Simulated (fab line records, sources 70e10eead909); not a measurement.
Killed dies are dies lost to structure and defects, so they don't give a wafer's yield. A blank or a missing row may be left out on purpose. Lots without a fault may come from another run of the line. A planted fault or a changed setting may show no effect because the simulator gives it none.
Chamber matching | flow nand_harc | NHARC_THIN_TSV_DEP_43 on pecvd-01: 3 sister chambers
The step deposits SiO2, target thk 1328.5 nm. 16 wafers are shown with their chamber, then 8 later ones without.

WAFERS WITH THEIR CHAMBER
wafer  | chamber | throttle_valve_pct (%)
L552.1 | 0       | 15.6
L552.2 | 1       | 16.1
L552.5 | 1       | 15.9
L553.2 | 2       | 16.3
L553.5 | 0       | 15.8
L553.6 | 1       | 16.1
L557.2 | 0       | 15.9
L557.3 | 1       | 16.1
L557.5 | 2       | 16.5
L556.1 | 1       | 16.1
L556.5 | 0       | 16.2
L556.6 | 1       | 16.1
L559.1 | 1       | 16.1
L559.2 | 0       | 15.8
L559.4 | 1       | 16.3
L563.1 | 2       | 16.7

SIGNATURES (means of the wafers above)
reading            | chamber 0 | chamber 1 | chamber 2 | scatter within a chamber
throttle_valve_pct | 15.860    | 16.100    | 16.500    | 0.165
Rule: a wafer's distance from a chamber is the root of the sum, over the readings, of the square of ((its reading less the chamber's mean) divided by the reading's scatter). The wafer belongs to the nearest chamber; if the next one is less than 2 further off, it can't be placed. The scatter: the root of (the sum of the squares of (reading less its chamber's mean) over the shown wafers, divided by (wafers less chambers)).

WAFERS WITHOUT THEIR CHAMBER
wafer  | throttle_valve_pct (%)
L563.2 | 15.9
L563.5 | 16.3
L567.2 | 16.7
L567.5 | 16.0
L567.6 | 16.7
L572.2 | 16.2
L572.5 | 16.0
L572.6 | 16.5

WHICH CHAMBER EACH WENT THROUGH
wafer  | from the rows above          | in truth
L563.2 | can't be placed: 0 or 1      | 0
L563.5 | can't be placed: 1 or 2 or 0 | 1
L567.2 | 2                            | 2
L567.5 | can't be placed: 1 or 0      | 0
L567.6 | 2                            | 2
L572.2 | can't be placed: 1 or 2 or 0 | 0
L572.5 | can't be placed: 1 or 0      | 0
L572.6 | 2                            | 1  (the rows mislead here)
Placed correctly: 2 of 8. Can't be placed from these rows: 5 (the true chamber is among the candidates in 5). Placed wrongly: 1.
